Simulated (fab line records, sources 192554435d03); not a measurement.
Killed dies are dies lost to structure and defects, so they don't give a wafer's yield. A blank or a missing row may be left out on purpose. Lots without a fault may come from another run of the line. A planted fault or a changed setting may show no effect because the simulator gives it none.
Split-lot experiment | flow n5_finfet | 7 lots, 21 wafers read, on a route of 1938 steps

THE SPLIT
At N5_BEOL_M13_SPUTTER_43 (material TaN, target thk 15 nm, time 24.19 s), the setting time_s was moved away from the recipe's 24.19 s on 11 of the 21 wafers read, by -13.7% to +14.5%. The other wafers ran this setting at the recipe's value.

The reading is taken at the split's own step.

THE READING
TaN_of_BEOL_M13_SPUTTER_43.thk_nm (the simulator's own value, which no gauge read), in nm, at N5_BEOL_M13_SPUTTER_43 (material TaN, target thk 15 nm, time 24.19 s). The file gives no usual value for it. The 10 wafers here that ran the recipe average 15.0 nm, standard deviation 0.14 nm.

wafer  | tool, chamber at the split | time_s as run, s | against the recipe | TaN_of_BEOL_M13_SPUTTER_43.thk_nm, nm | against lot-mates on the recipe
L076.3 | pvd_sputter-01, -          | 27.7             | +14.5%             | 17.6                                  | +2.6
L076.4 | pvd_sputter-01, -          | 24.19            | recipe             | 15                                    | -
L076.6 | pvd_sputter-01, -          | 27.7             | +14.5%             | 17.2                                  | +2.2
L080.1 | pvd_sputter-03, -          | 24.19            | recipe             | 15                                    | -
L080.4 | pvd_sputter-03, -          | 23.18            | -4.2%              | 14.8                                  | -0.2
L080.5 | pvd_sputter-03, -          | 23.18            | -4.2%              | 14.6                                  | -0.4
L079.2 | pvd_sputter-02, -          | 20.88            | -13.7%             | 12.8                                  | -2.1
L079.4 | pvd_sputter-02, -          | 24.19            | recipe             | 15                                    | -
L079.6 | pvd_sputter-02, -          | 24.19            | recipe             | 14.8                                  | -
L077.1 | pvd_sputter-01, -          | 24.19            | recipe             | 15.2                                  | -
L077.2 | pvd_sputter-01, -          | 24.19            | recipe             | 15.2                                  | -
L077.6 | pvd_sputter-01, -          | 24.19            | recipe             | 15.2                                  | -
L081.2 | pvd_sputter-02, -          | 23.19            | -4.1%              | 14.2                                  | -0.8
L081.6 | pvd_sputter-02, -          | 23.19            | -4.1%              | 14.2                                  | -0.8
L081.3 | pvd_sputter-02, -          | 24.19            | recipe             | 15                                    | -
L084.2 | pvd_sputter-02, -          | 24.19            | recipe             | 15                                    | -
L084.4 | pvd_sputter-02, -          | 25.81            | +6.7%              | 16                                    | +1.0
L084.6 | pvd_sputter-02, -          | 25.81            | +6.7%              | 15.8                                  | +0.8
L085.1 | pvd_sputter-02, -          | 24.19            | recipe             | 14.8                                  | -
L085.3 | pvd_sputter-02, -          | 27               | +11.6%             | 16                                    | +1.2
L085.6 | pvd_sputter-02, -          | 27               | +11.6%             | 16.4                                  | +1.6

THE FIT
A straight line over all 21 wafers: TaN_of_BEOL_M13_SPUTTER_43.thk_nm changes by +0.144 nm for each +1% of time_s; r = +0.97; the points scatter about the line by 0.27 nm.
The same after taking each lot's own level away (the mean of its wafers on the recipe; 21 wafers): +0.147 nm for each +1%; r = +0.98; scatter 0.21 nm.
On that fit, the largest move of time_s shifts the reading by 2.1 nm.
The lots' own levels span 14.80 to 15.20 nm, that is 2.9 times the standard deviation above.
So the lot-to-lot level changes the slope little: the two slopes agree.
Check: with one of the wafers moved furthest among these (+14.5%) left out of the fit, the line predicts +2 nm for it against its lot-mates. It came out at +2.6 nm against them.

OTHER SPLITS ON THESE WAFERS
These wafers also went through other splits before the reading. Each is held against what the fit with the lots' levels taken away leaves over:
other split on the same wafers | wafers away from the commonest value | r with TaN_of_BEOL_M13_SPUTTER_43.thk_nm (lot level and that fit taken away)
N5_BEOL_M12_SPUTTER_45 time_s  | 10                                   | -0.25

THE FILE'S OWN FIT
TaN_of_BEOL_M13_SPUTTER_43.thk_nm changes by +0.148 nm for each +1% of time_s, r = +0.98.
